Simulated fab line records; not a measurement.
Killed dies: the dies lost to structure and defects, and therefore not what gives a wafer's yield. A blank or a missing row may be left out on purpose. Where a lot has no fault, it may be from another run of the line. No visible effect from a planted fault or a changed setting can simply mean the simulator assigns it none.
Struck lot and sound lot, side by side / flow nandHarc / 26 steps out of a route of 1302
Sound: wafers L111.2, L111.5, L111.6. Struck: wafers L130.3, L130.5 (left out: L130.1, a lot-mate that was not struck); the cause follows at the end.
Order at every step that has rows: each side's tool, ch and its chambers, its first start. Under that, the readings that differ: sound wafers / struck wafers / difference of the means / sigmas: that difference in standard deviations of wafers without a fault.
alike: words and numbers the same on both sides, and readings whose means are apart by under 2 such deviations; not compared: readings that were withheld, readings missing a value for some wafer, numbers with overlapping values and no deviation given by the record, and bounds like >300 which may hide the same value.
A row with sigmas, a row that says differs or no value, or rows on one side alone: a step with any of these is where the two part. Numbers that have no deviation but don't overlap get no sigmas and don't part them. A reading missing from all wafers of one side parts the sides only when that side holds two or more wafers.

first, 1 step without rows for these wafers: NHARC_P_M0_PRE_CLEAN_29 (time 30 s).
NHARC_P_M0_PVD_20: deposits TaN, target thk 5 nm, time 8.06 s.
  sound on pvdSputter-01; struck on pvdSputter-01
  alike: throttleValvePct
NHARC_P_M0_PVD_21: deposits Cu, target thk 30 nm, time 20.49 s.
  sound on pvdSputter-01; struck on pvdSputter-01
reading=throttleValvePct (%); sound=29.1 29.4 29.2; struck=31.8 31.9; difference=+2.6; sigmas=+3
then, 1 step without rows for these wafers: NHARC_P_M0_ECD_22 (material Cu, target thk 400 nm).
NHARC_P_M0_ANNEAL_30: time 90 s.
  sound on rtpAnneal-01 ch 0, day 6 04:26; struck on rtpAnneal-02 ch 0, day 14 12:52
reading=wafer_temp_C_max; sound=225.5 225.6 225.4; struck=227.0 227.2; difference=+1.6; sigmas=+3
then, 1 step without rows for these wafers: NHARC_P_M0_CMP_23 (polishes, t overpolish 20 s, target thk 117.54 nm).
NHARC_P_M0_THK_MEAS_24: measures by xrf.
  sound: filmMetro-01 at day 6 05:02; struck: filmMetro-01 at day 14 13:32
reading=thkNm (nm); sound=118.4 118.9 118.8; struck=115.7 113.9; difference=-3.9; sigmas=-3
following that, these wafers have no rows for 1 step: NHARC_P_M0_SRD_25.
NHARC_P_M0_INSPECT_27:
  sound: defectInspect-01 at day 6 05:12; struck: defectInspect-02 at day 14 13:41
  alike: rawDefectCount
NHARC_P_M0_PRE_CLEAN_31: time 12 s.
  sound on pecvd-02 ch 0,2, day 6 05:16; struck on pecvd-02 ch 0,1, day 14 13:45
  alike: heaterPowerOuterW, heaterPowerW
NHARC_P_M0_DEP_32: deposits SiCN, target thk 30 nm.
  sound on pecvd-02 ch 0,2, day 6 05:21; struck on pecvd-02 ch 0,1, day 14 13:50
  alike: heaterPowerOuterW, heaterPowerW
NHARC_P_M1_DEP_00: deposits SiOC, target thk 182.5 nm.
  sound on pecvd-01 ch 0,1,2, day 6 05:49; struck on pecvd-03 ch 0,2, day 14 14:17
then, 9 steps without rows for these wafers: NHARC_P_M1_DEHYDRATE_01 (time 120 s); NHARC_P_M1_HMDS_02 (time 30 s); NHARC_P_M1_COAT_34 (time 65 s); NHARC_P_M1_COAT_03 (resist thk 90 nm); NHARC_P_M1_SOFTBAKE_04 (time 55 s); NHARC_P_M1_EBR_05; NHARC_P_M1_EXPOSE_06 (exposes mask P M1, target cd 130 nm); NHARC_P_M1_PEB_07 (peb time 65 s); NHARC_P_M1_DEVELOP_08 (develop time 35 s).
NHARC_P_M1_CD_MEAS_09: target cd 130 nm.
  sound on cdSem-01 ch 0, day 6 06:35; struck on cdSem-03 ch 0, day 14 15:05
  alike: cdNm
NHARC_P_M1_OVL_MEAS_10: pitch 260 nm.
  sound: overlay-02 at day 6 06:41; struck: overlay-01 at day 14 15:10
reading=overlayXNm (nm); sound=1.6 1.4 1.6; struck=-0.5 -0.3; difference=-1.9; sigmas=-2
  alike: overlayYNm
NHARC_P_M1_INSPECT_11:
  sound: defectInspect-02 at day 6 06:43; struck: defectInspect-02 at day 14 15:12
reading=rawDefectCount; sound=6 4 8; struck=1287 1309; difference=+1292; sigmas=+99 or more
then, 1 step without rows for these wafers: NHARC_P_M1_DESCUM_14 (chemistry O2, time 3 s).
-- jump in the record: it breaks off in module P_M1 and resumes in module END (first step shown: number 1302 of the route), and 19 days separate the struck wafers' starts before and after --
NHARC_END_SORT_01:
  sound on prober-02 ch 0, day 24 01:50; struck on prober-01 ch 0, day 33 06:18
reading=defectLimitedYield (%); sound=89.8 90.5 89.8; struck=77.4 77.8; difference=-12.4; sigmas=-5
reading=killedAtPeriphery; sound=4 2 7; struck=103 97; difference=+96; sigmas=+46
reading=killedDies; sound=69 64 69; struck=153 150; difference=+84; sigmas=+5
reading=killedOpen; sound=6 7 7; struck=1 2; difference=-5; sigmas=-3
  alike: killedAtArray, killedAtOther, killedShort

## WHERE THEY PART
Last at NHARC_END_SORT_01 as far as this record goes, first at NHARC_P_M0_PVD_21.

WHY: the cause the simulator had injected
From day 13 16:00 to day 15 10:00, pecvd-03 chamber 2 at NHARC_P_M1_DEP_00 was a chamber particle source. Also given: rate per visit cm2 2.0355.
